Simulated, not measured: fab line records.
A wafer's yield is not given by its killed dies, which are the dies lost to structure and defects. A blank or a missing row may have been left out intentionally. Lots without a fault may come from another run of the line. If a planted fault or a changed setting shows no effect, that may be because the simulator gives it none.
fab line records + flow nand_harc
[record]
- lots = 13
- wafers = 39
- last_day = 23
route steps=1159 shown P_M1@308 A_M1@1058 A_BONDPAD@1060 THIN_TSV@1129 END@1159
lots that met no fault: from a run of the same line without faults
start_h: start of the lot's first displayed wafer, in hours after the record's first day + wait_h: hours from the lot's prior step to this one + " repeats the value in the row above + L1.1+2: a row that stands for several wafers + - no value, or no start given + * or withheld: withheld + < > ~ a bound
route shown NAME@n: names a module that has steps shown in the file, with the first one's number in the route + usual: mean/standard deviation taken from wafers without a fault + same: alike in all rows + chamber/n: place in a boat + sites: per-site readings + _std_site: the standard deviation of these + _edge_site: inner sites' mean taken away from outer sites' mean + radius_mm: how far each site lies from the wafer's centre + mask NAME#n: copy n + behind: the tool/chamber that last shaped the wafer + hold: reason for holding the lot/hours on hold/outcome of the hold + device: the n, p or np transistor that did not switch + end of line: tests run on the same wafers once the route is complete + step lacking rows: just its recipe + killed: not the wafer's yield, but the dies lost to structure and defects at the first sort + map: the dies of a wafer, with x for killed, . for not killed, _ for no die there
set.NAME: the setting as run; set.NAME@STEP: as run at that earlier step + model.NAME: the simulator's own value behind a step, which no gauge read
steps of the route over a sample of lots; a table a step, a row a wafer
services: from which hour (start_h, from the record's first day; less than 0 if before it) a tool's chamber was out of use, for how many hours, and why
[[steps]]
[step NHARC_P_M1_PVD_21]
[recipe]
- target_thk_a = 300
- chamber_pressure_pa = 5
- power_w = 5000
- substrate_temp_c = 30
- time_s = 20.49
- material = Cu
[usual]
- throttle_valve_pct = 30.2/0.68
| lot.wafer | tool           | chamber | start_h | wait_h | throttle_valve_pct |
|-----------|----------------|---------|---------|--------|--------------------|
| L848.4    | pvd_sputter-01 | -       | 124.62  | -      | 30.4               |
| L848.2    | "              | -       | "       | "      | 30.4               |
| L848.6    | "              | -       | "       | "      | 30.4               |
| L849.2    | pvd_sputter-02 | -       | 132.02  | -      | 29.9               |
| L849.1    | "              | -       | "       | "      | 29.9               |
| L849.6    | "              | -       | "       | "      | 29.9               |
| L852.2    | pvd_sputter-02 | -       | 145.37  | -      | 30.2               |
| L852.4    | "              | -       | "       | "      | 30.7               |
| L852.5    | "              | -       | "       | "      | 30.1               |
| L851.1    | pvd_sputter-02 | -       | 147.29  | -      | 30.4               |
| L851.3    | "              | -       | "       | "      | 30.1               |
| L851.5    | "              | -       | "       | "      | 30.6               |
| L853.4    | pvd_sputter-01 | -       | 155.26  | -      | 28.9               |
| L853.6    | "              | -       | "       | "      | 30.4               |
| L853.5    | "              | -       | "       | "      | 30.7               |
| L854.4    | pvd_sputter-02 | -       | 156.00  | -      | 29.8               |
| L854.5    | "              | -       | "       | "      | 29.7               |
| L854.6    | "              | -       | "       | "      | 29.8               |
| L855.3    | pvd_sputter-02 | -       | 165.44  | -      | 30.2               |
| L855.1    | "              | -       | "       | "      | 29.9               |
| L855.6    | "              | -       | "       | "      | 29.9               |
| L856.1    | pvd_sputter-02 | -       | 166.54  | -      | 30.5               |
| L856.4    | "              | -       | "       | "      | 29.9               |
| L856.2    | "              | -       | "       | "      | 30.0               |
| L857.1    | pvd_sputter-01 | -       | 180.09  | -      | 29.1               |
| L857.2    | "              | -       | "       | "      | 30.6               |
| L857.3    | "              | -       | "       | "      | 31.0               |
| L860.3    | pvd_sputter-02 | -       | 198.52  | -      | 29.8               |
| L860.4    | "              | -       | "       | "      | 30.6               |
| L860.5    | "              | -       | "       | "      | 29.8               |
| L862.1    | pvd_sputter-01 | -       | 217.02  | -      | 30.6               |
| L862.6    | "              | -       | "       | "      | 31.0               |
| L862.5    | "              | -       | "       | "      | 31.1               |
| L863.4    | pvd_sputter-03 | -       | 217.12  | -      | 30.0               |
| L863.1    | "              | -       | "       | "      | 30.6               |
| L863.5    | "              | -       | "       | "      | 29.6               |
| L864.1    | pvd_sputter-01 | -       | 219.50  | -      | 31.1               |
| L864.6    | "              | -       | "       | "      | 31.2               |
| L864.5    | "              | -       | "       | "      | 29.0               |
[step NHARC_A_M1_DEP_33]
[recipe]
- target_thk_a = 300
- temp_c = 370
- target_thk_nm = 30
- pressure_torr = 3
- flow_sccm = 200
- rf_w = 450
- material = SiCN
[usual]
- heater_power_w = 576/57
| lot.wafer | tool     | chamber | start_h | wait_h | heater_power_w |
|-----------|----------|---------|---------|--------|----------------|
| L848.2    | pecvd-04 | 1       | 419.76  | 0.1    | 585            |
| L848.4    | "        | 2       | "       | "      | 534            |
| L848.6    | "        | 1       | "       | "      | 582            |
| L849.2    | pecvd-04 | 2       | 423.21  | 0.1    | 534            |
| L849.1    | "        | 1       | "       | "      | 476            |
| L849.6    | "        | 0       | "       | "      | 657            |
| L852.2    | pecvd-04 | 2       | 425.04  | 0.1    | 536            |
| L852.4    | "        | 0       | "       | "      | 552            |
| L852.5    | "        | 1       | "       | "      | 580            |
| L851.3    | pecvd-01 | 1       | 433.38  | 0.1    | 665            |
| L851.1    | "        | 0       | "       | "      | 554            |
| L851.5    | "        | 0       | "       | "      | 575            |
| L853.5    | pecvd-01 | 2       | 436.34  | 0.2    | 565            |
| L853.6    | "        | 0       | "       | "      | 646            |
| L853.4    | "        | 1       | "       | "      | 643            |
| L854.6    | pecvd-04 | 2       | 439.07  | 0.2    | 559            |
| L854.5    | "        | 0       | "       | "      | 631            |
| L854.4    | "        | 1       | "       | "      | 584            |
| L855.3    | pecvd-01 | 1       | 449.06  | 0.1    | 566            |
| L855.1    | "        | 2       | "       | "      | 655            |
| L855.6    | "        | 1       | "       | "      | 579            |
| L856.2    | pecvd-04 | 1       | 455.73  | 0.1    | 583            |
| L856.1    | "        | 2       | "       | "      | 562            |
| L856.4    | "        | 0       | "       | "      | 646            |
| L857.3    | pecvd-03 | 1       | 460.97  | 0.1    | 576            |
| L857.2    | "        | 2       | "       | "      | 531            |
| L857.1    | "        | 0       | "       | "      | 548            |
| L860.3    | pecvd-04 | 0       | 475.76  | 0.1    | 576            |
| L860.4    | "        | 1       | "       | "      | 586            |
| L860.5    | "        | 2       | "       | "      | 548            |
| L864.1    | pecvd-01 | 2       | 486.10  | 0.1    | 647            |
| L864.6    | "        | 0       | "       | "      | 603            |
| L863.1    | pecvd-03 | 0       | 489.06  | 0.1    | 526            |
| L863.4    | "        | 2       | "       | "      | 428            |
| L863.5    | "        | 0       | "       | "      | 544            |
| L862.1    | pecvd-01 | 2       | 510.49  | 0.1    | 593            |
| L862.6    | "        | 2       | "       | "      | 600            |
[step NHARC_A_BONDPAD_CMP_29]
[recipe]
- target_thk_nm = 200
- material = SiCN
[usual]
- motor_current_A = 11.8/0.81
- retaining_ring_pressure_frac = 1.000/0.0047
| lot.wafer | tool   | chamber | start_h | wait_h | motor_current_A | retaining_ring_pressure_frac |
|-----------|--------|---------|---------|--------|-----------------|------------------------------|
| L848.2    | cmp-02 | 1       | 420.92  | -      | 11.2            | 0.995                        |
| L848.4    | "      | 2       | "       | "      | 10.3            | 1.003                        |
| L848.6    | "      | 3       | "       | "      | 12.2            | 0.998                        |
| L849.2    | cmp-01 | 1       | 424.17  | -      | 12.3            | 0.994                        |
| L849.1    | "      | 0       | "       | "      | 13.2            | 0.999                        |
| L849.6    | "      | 2       | "       | "      | 12.4            | 0.998                        |
| L852.4    | cmp-01 | 1       | 426.00  | -      | 11.9            | 1.004                        |
| L852.2    | "      | 0       | "       | "      | 13.2            | 0.997                        |
| L852.5    | "      | 1       | "       | "      | 12.7            | 0.999                        |
| L851.3    | cmp-04 | 1       | 434.34  | -      | 11.2            | 0.994                        |
| L851.1    | "      | 3       | "       | "      | 12.1            | 0.997                        |
| L851.5    | "      | 2       | "       | "      | 11.1            | 1.003                        |
| L853.4    | cmp-04 | 0       | 437.16  | -      | 11.2            | 1.001                        |
| L853.6    | "      | 0       | "       | "      | 11.5            | 0.989                        |
| L853.5    | "      | 1       | "       | "      | 10.8            | 1.000                        |
| L854.4    | cmp-01 | 0       | 439.95  | -      | 13.4            | 0.991                        |
| L854.6    | "      | 2       | "       | "      | 12.1            | 0.997                        |
| L854.5    | "      | 3       | "       | "      | 13.0            | 1.006                        |
| L855.1    | cmp-04 | 3       | 450.02  | -      | 12.0            | 1.002                        |
| L855.3    | "      | 1       | "       | "      | 11.0            | 1.000                        |
| L855.6    | "      | 3       | "       | "      | 12.2            | 0.998                        |
| L856.2    | cmp-04 | 1       | 456.67  | -      | 11.0            | 1.000                        |
| L856.1    | "      | 2       | "       | "      | 10.8            | 1.003                        |
| L856.4    | "      | 3       | "       | "      | 11.9            | 1.002                        |
| L857.2    | cmp-01 | 0       | 461.97  | -      | 13.3            | 1.002                        |
| L857.3    | "      | 1       | "       | "      | 12.5            | 0.997                        |
| L857.1    | "      | 2       | "       | "      | 11.8            | 0.994                        |
| L860.4    | cmp-01 | 1       | 476.68  | -      | 11.7            | 1.000                        |
| L860.3    | "      | 2       | "       | "      | 12.4            | 0.998                        |
| L860.5    | "      | 3       | "       | "      | 13.3            | 1.001                        |
| L864.1    | cmp-04 | 2       | 487.04  | -      | 10.6            | 1.003                        |
| L864.6    | "      | 0       | "       | "      | 11.3            | 1.002                        |
| L863.4    | cmp-04 | 1       | 490.00  | -      | 10.3            | 0.994                        |
| L863.1    | "      | 3       | "       | "      | 12.6            | 0.996                        |
| L863.5    | "      | 1       | "       | "      | 11.4            | 0.997                        |
| L862.1    | cmp-04 | 1       | 511.44  | -      | 11.0            | 0.997                        |
| L862.6    | "      | 2       | "       | "      | 11.1            | 1.000                        |
[step NHARC_THIN_TSV_PVD_19]
[recipe]
- target_thk_a = 200
- chamber_pressure_pa = 5
- material = TaN
[usual]
- throttle_valve_pct = 30.0/0.65
| lot.wafer | tool           | chamber | start_h | wait_h | throttle_valve_pct |
|-----------|----------------|---------|---------|--------|--------------------|
| L848.4    | pvd_sputter-02 | -       | -       | -      | 29.9               |
| L848.2    | "              | -       | "       | "      | 30.1               |
| L848.6    | "              | -       | "       | "      | 30.0               |
| L852.2    | pvd_sputter-01 | -       | -       | -      | 29.8               |
| L852.4    | "              | -       | "       | "      | 30.0               |
| L852.5    | "              | -       | "       | "      | 30.1               |
| L849.2    | pvd_sputter-03 | -       | -       | -      | 29.2               |
| L849.1    | "              | -       | "       | "      | 29.2               |
| L849.6    | "              | -       | "       | "      | 30.9               |
| L851.3    | pvd_sputter-02 | -       | -       | -      | 29.9               |
| L851.1    | "              | -       | "       | "      | 30.3               |
| L851.5    | "              | -       | "       | "      | 30.8               |
| L853.4    | pvd_sputter-01 | -       | -       | -      | 30.0               |
| L853.5    | "              | -       | "       | "      | 30.1               |
| L853.6    | "              | -       | "       | "      | 29.9               |
| L854.4    | pvd_sputter-02 | -       | -       | -      | 30.2               |
| L854.5    | "              | -       | "       | "      | 30.3               |
| L854.6    | "              | -       | "       | "      | 30.7               |
| L855.1    | pvd_sputter-02 | -       | -       | -      | 30.1               |
| L855.3    | "              | -       | "       | "      | 30.4               |
| L855.6    | "              | -       | "       | "      | 29.8               |
| L856.4    | pvd_sputter-03 | -       | -       | -      | 28.4               |
| L856.2    | "              | -       | "       | "      | 30.6               |
| L856.1    | "              | -       | "       | "      | 28.8               |
| L857.3    | pvd_sputter-02 | -       | -       | -      | 30.5               |
| L857.2    | "              | -       | "       | "      | 29.9               |
| L857.1    | "              | -       | "       | "      | 30.3               |
| L860.3    | pvd_sputter-02 | -       | -       | -      | 30.5               |
| L860.4    | "              | -       | "       | "      | 30.3               |
| L860.5    | "              | -       | "       | "      | 30.8               |
| L864.1    | pvd_sputter-01 | -       | -       | -      | 30.0               |
| L864.6    | "              | -       | "       | "      | 29.9               |
| L863.4    | pvd_sputter-03 | -       | -       | -      | 28.2               |
| L863.1    | "              | -       | "       | "      | 28.8               |
| L863.5    | "              | -       | "       | "      | 29.0               |
| L862.1    | pvd_sputter-02 | -       | -       | -      | 30.1               |
| L862.6    | "              | -       | "       | "      | 30.0               |
[step NHARC_END_SORT_01]
[recipe]
- temp_c = 25
[usual]
- defect_limited_yield = 95.5/1.3
- killed_at_array = 27/8.8
- killed_at_other = 0.4/0.82
- killed_at_periphery = 3.1/2.1
- killed_dies = 31/8.8
- killed_open = 3.3/2
- killed_short = 2.0/1.4
- sort_bin_2_pct = 1.3/0.56
- sort_bin_3_pct = 0.25/0.21
- sort_bin_4_pct = 2.9/0.89
- sort_n_pass = 646/8.8
- sort_rim_yield_pct = 95.8/2.7
- sort_yield_pct = 95.5/1.3
[same]
- gross_dies = 677
- sort_bin_5_pct[%] = 0
- sort_bin_6_pct[%] = 0
- sort_bin_7_pct[%] = 0
- sort_bin_8_pct[%] = 0
- sort_rim_n_gross = 106.00
| lot.wafer | tool      | chamber | start_h | wait_h | defect_limited_yield[%] | killed_at_array | killed_at_other | killed_at_periphery | killed_dies | killed_open | killed_short | sort_bin_2_pct[%] | sort_bin_3_pct[%] | sort_bin_4_pct[%] | sort_n_pass | sort_rim_yield_pct[%] | sort_yield_pct[%] |
|-----------|-----------|---------|---------|--------|-------------------------|-----------------|-----------------|---------------------|-------------|-------------|--------------|-------------------|-------------------|-------------------|-------------|-----------------------|-------------------|
| L864.1    | prober-01 | 0       | 517.07  | 2.5    | 94.1                    | 33              | 1               | 6                   | 40          | 5           | 4            | 1.9               | 0.15              | 3.8               | 637         | 93.4                  | 94.1              |
| L864.5    | prober-01 | 0       | 520.29  | 3.7    | 0                       | 30              | 0               | 647                 | 677         | 3           | 1            | 96.8              | 0.15              | 3.1               | 0           | 0                     | 0                 |
| L864.6    | prober-01 | 0       | 521.10  | 4.0    | 95.1                    | 26              | 0               | 7                   | 33          | 3           | 2            | 1.9               | 0                 | 3.0               | 644         | 96.2                  | 95.1              |
| L862.1    | prober-01 | 0       | 546.05  | 2.5    | 95.3                    | 30              | 0               | 2                   | 32          | 1           | 0            | 1.8               | 0.15              | 2.8               | 645         | 93.4                  | 95.3              |
| L862.5    | prober-01 | 0       | 549.29  | 3.7    | 0                       | 32              | 2               | 643                 | 677         | 4           | 4            | 96.3              | 0.30              | 3.4               | 0           | 0                     | 0                 |
| L862.6    | prober-01 | 0       | 550.10  | 4.1    | 94.8                    | 34              | 1               | 0                   | 35          | 7           | 2            | 1.9               | 0                 | 3.2               | 642         | 93.4                  | 94.8              |
// killed by level:class
L864.1 A_SLIT:chamber_film_flake=11 A_CONTACT:chamber_film_flake=10 A_CHANNEL_HOLE_D1:chamber_film_flake=6 P_STI:geometric_particle:open=2 A_CHANNEL_FILL_D1:geometric_particle:short=2 P_GATE:chamber_film_flake=2 P_CONTACT:geometric_particle:short=1 P_M1:geometric_particle:short=1
L864.5 P_M1:area_pvd=643 A_SLIT:chamber_film_flake=11 A_CHANNEL_HOLE_D1:chamber_film_flake=6 A_CONTACT:chamber_film_flake=6 A_STAIRCASE:chamber_film_flake=4 P_GATE:chamber_film_flake=2 A_CONTACT:geometric_particle:open=2 P_CONTACT:geometric_particle:open=1
L864.6 A_SLIT:chamber_film_flake=10 A_CONTACT:chamber_film_flake=8 P_GATE:chamber_film_flake=5 A_CHANNEL_HOLE_D1:chamber_film_flake=3 A_WL_FILL:geometric_particle:short=2 P_CONTACT:geometric_particle:open=1 A_CHANNEL_HOLE_D1:geometric_particle:open=1 A_SGD_CUT:geometric_particle:open=1
L862.1 A_SLIT:chamber_film_flake=15 A_CHANNEL_HOLE_D1:chamber_film_flake=6 A_CONTACT:chamber_film_flake=4 A_ZERO_WELL:chamber_film_flake=3 A_BLC:geometric_particle:open=1 P_GATE:chamber_film_flake=1 P_M2:chamber_film_flake=1 A_STAIRCASE:chamber_film_flake=1
L862.5 P_M1:area_pvd=641 A_SLIT:chamber_film_flake=16 A_CONTACT:chamber_film_flake=3 A_WL_FILL:geometric_particle:open=2 A_CHANNEL_HOLE_D1:chamber_film_flake=2 A_STAIRCASE:chamber_film_flake=2 A_SOURCE_PLATE:geometric_particle:short=1 A_CHANNEL_FILL_D1:geometric_particle:open=1
L862.6 A_SLIT:chamber_film_flake=14 A_CONTACT:chamber_film_flake=7 A_CONTACT:geometric_particle:open=2 A_CHANNEL_HOLE_D1:chamber_film_flake=2 A_ONON_D1:geometric_particle:open=1 A_CHANNEL_FILL_D1:geometric_particle:open=1 A_SGD_CUT:geometric_particle:open=1 A_SGD_CUT:geometric_particle:short=1
[[services]]
| tool           | chamber | start_h | hours | kind   |
|----------------|---------|---------|-------|--------|
| cmp-04         | -       | 105.13  | 4.0   | pm     |
| pvd_sputter-01 | -       | 105.21  | 0.5   | repair |
| pvd_sputter-01 | -       | 118.62  | 0.6   | repair |
| pvd_sputter-01 | -       | 158.00  | 10.0  | pm     |
| pvd_sputter-02 | -       | 188.30  | 6.9   | repair |
| cmp-04         | -       | 203.25  | 4.0   | pm     |
| pvd_sputter-02 | -       | 215.37  | 10.0  | pm     |
| cmp-04         | -       | 237.38  | 0.3   | repair |
| pvd_sputter-02 | -       | 264.79  | 1.0   | repair |
| cmp-04         | -       | 265.45  | 0.6   | repair |
| cmp-04         | -       | 301.25  | 4.0   | pm     |
| cmp-04         | -       | 328.04  | 1.1   | repair |
| pvd_sputter-01 | -       | 336.00  | 10.0  | pm     |
| cmp-04         | -       | 388.85  | 4.1   | repair |
| pvd_sputter-02 | -       | 393.37  | 10.0  | pm     |
| cmp-04         | -       | 399.25  | 4.0   | pm     |
| cmp-04         | -       | 415.49  | 0.4   | repair |
| pvd_sputter-02 | -       | 443.94  | 0.5   | repair |
| cmp-04         | -       | 460.97  | 1.1   | repair |
| cmp-04         | -       | 472.79  | 0.9   | repair |
| pvd_sputter-01 | -       | 475.46  | 8.3   | repair |
| pvd_sputter-02 | -       | 507.99  | 11.2  | repair |
| pvd_sputter-01 | -       | 514.00  | 10.0  | pm     |
| pvd_sputter-02 | -       | 523.10  | 0.7   | repair |
[[key]]
[first_sign]
- step = NHARC_END_SORT_01
- reading = killed_at_periphery
- direction = up
- sigmas = 99+
- usual = 3.1
- struck = 645
[effect]
- step = NHARC_END_SORT_01
- reading = sort_bin_2_pct
- direction = up
- sigmas = 99+
- usual = 1.3
- struck = 96.5
[more_kills_born_at]
- NHARC_P_M1_PVD_21@pvd_sputter-01 = 1284
met_at NHARC_P_M1_PVD_21
struck_lots L862,L864
struck_wafers L862.5,L864.5
later_rows_left_out L862.5,L864.5
not_acting_at NHARC_A_M1_DEP_33,NHARC_A_BONDPAD_CMP_29,NHARC_THIN_TSV_PVD_19
onset_between 180.09 217.02
[fault]
- kind = process_parameter_drift
- tool = pvd_sputter-01
- chamber = -
- onset_h = 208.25
- steps = NHARC_P_M1_PVD_21
- channel = target_thk_a
- offset = *
- shape = step
- end_h = 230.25
- scope = struck_wafers_only
- acts_in = *
- stated = *
// later_rows_left_out: the simulator's readings of these wafers behind a module that went badly wrong aren't trusted and aren't shown, but for the sort
